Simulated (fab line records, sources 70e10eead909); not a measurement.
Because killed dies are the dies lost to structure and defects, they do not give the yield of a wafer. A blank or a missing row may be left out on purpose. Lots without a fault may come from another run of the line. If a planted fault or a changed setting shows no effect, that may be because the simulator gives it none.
Matching of chambers | flow nand_harc | NHARC_A_STAIRCASE_ETCH_313 on rie_diel-12 has 4 sister chambers
The step etches the open film in CF4/CHF3. 18 wafers are shown with their chamber, then 9 later ones without.

## EACH WAFER AND ITS CHAMBER
wafer  | chamber | drypump_motor_current_A (A) | showerhead_plenum_p_Torr (Torr) | rf_vpp_V (V)
L076.2 | 1       | 5.9                         | 1.52                            | 370.1
L076.3 | 2       | 6.1                         | 1.65                            | 374.5
L076.6 | 0       | 5.6                         | 1.61                            | 372.7
L086.2 | 0       | 5.6                         | 1.61                            | 370.0
L086.3 | 3       | 5.3                         | 1.60                            | 371.8
L086.5 | 2       | 6.1                         | 1.65                            | 374.8
L083.4 | 3       | 5.3                         | 1.60                            | 372.8
L083.5 | 2       | 6.1                         | 1.65                            | 373.4
L083.6 | 1       | 5.9                         | 1.51                            | 368.7
L088.1 | 1       | 5.9                         | 1.51                            | 368.3
L088.2 | 2       | 6.1                         | 1.64                            | 371.9
L088.4 | 3       | 5.3                         | 1.60                            | 371.7
L092.4 | 3       | 5.4                         | 1.60                            | 371.5
L092.5 | 1       | 5.9                         | 1.51                            | 369.3
L092.6 | 2       | 6.1                         | 1.64                            | 372.5
L093.1 | 0       | 5.6                         | 1.60                            | 370.2
L093.2 | 2       | 6.1                         | 1.64                            | 373.1
L093.3 | 3       | 5.3                         | 1.60                            | 372.3

SIGNATURES (averages over the wafers above)
reading                  | chamber 0 | chamber 1 | chamber 2 | chamber 3 | scatter within a chamber
drypump_motor_current_A  | 5.600     | 5.900     | 6.100     | 5.320     | 0.0239
showerhead_plenum_p_Torr | 1.6067    | 1.5125    | 1.6450    | 1.6000    | 0.00456
rf_vpp_V                 | 370.967   | 369.100   | 373.367   | 372.020   | 0.992
Rule: a wafer lies at a distance from a chamber equal to the root of the sum of squares, over the readings, of (its reading less the chamber's mean, divided by the reading's scatter). The wafer belongs to the nearest chamber; if the next one is less than 2 further off, it can't be placed. The scatter is the square root of a quotient: the sum, over the shown wafers, of each reading's squared deviation from its chamber's mean, divided by wafers minus chambers.

## WAFERS MISSING THEIR CHAMBER
wafer  | drypump_motor_current_A (A) | showerhead_plenum_p_Torr (Torr) | rf_vpp_V (V)
L094.1 | 6.1                         | 1.64                            | 373.2
L094.2 | 5.6                         | 1.60                            | 371.8
L094.3 | 5.9                         | 1.51                            | 369.2
L097.1 | 6.1                         | 1.64                            | 373.3
L097.4 | 5.6                         | 1.60                            | 371.8
L097.5 | 5.3                         | 1.59                            | 372.8
L096.1 | 5.6                         | 1.60                            | 370.3
L096.4 | 6.1                         | 1.64                            | 371.5
L096.6 | 6.1                         | 1.64                            | 373.1

## THE CHAMBER EACH PASSED THROUGH
wafer  | from the rows above | in truth
L094.1 | 2                   | 2
L094.2 | 0                   | 0
L094.3 | 1                   | 1
L097.1 | 2                   | 2
L097.4 | 0                   | 0
L097.5 | 3                   | 3
L096.1 | 0                   | 0
L096.4 | 2                   | 2
L096.6 | 2                   | 2
9 of 9 placed correctly. Can't be placed from these rows: 0. Placed wrongly: 0.
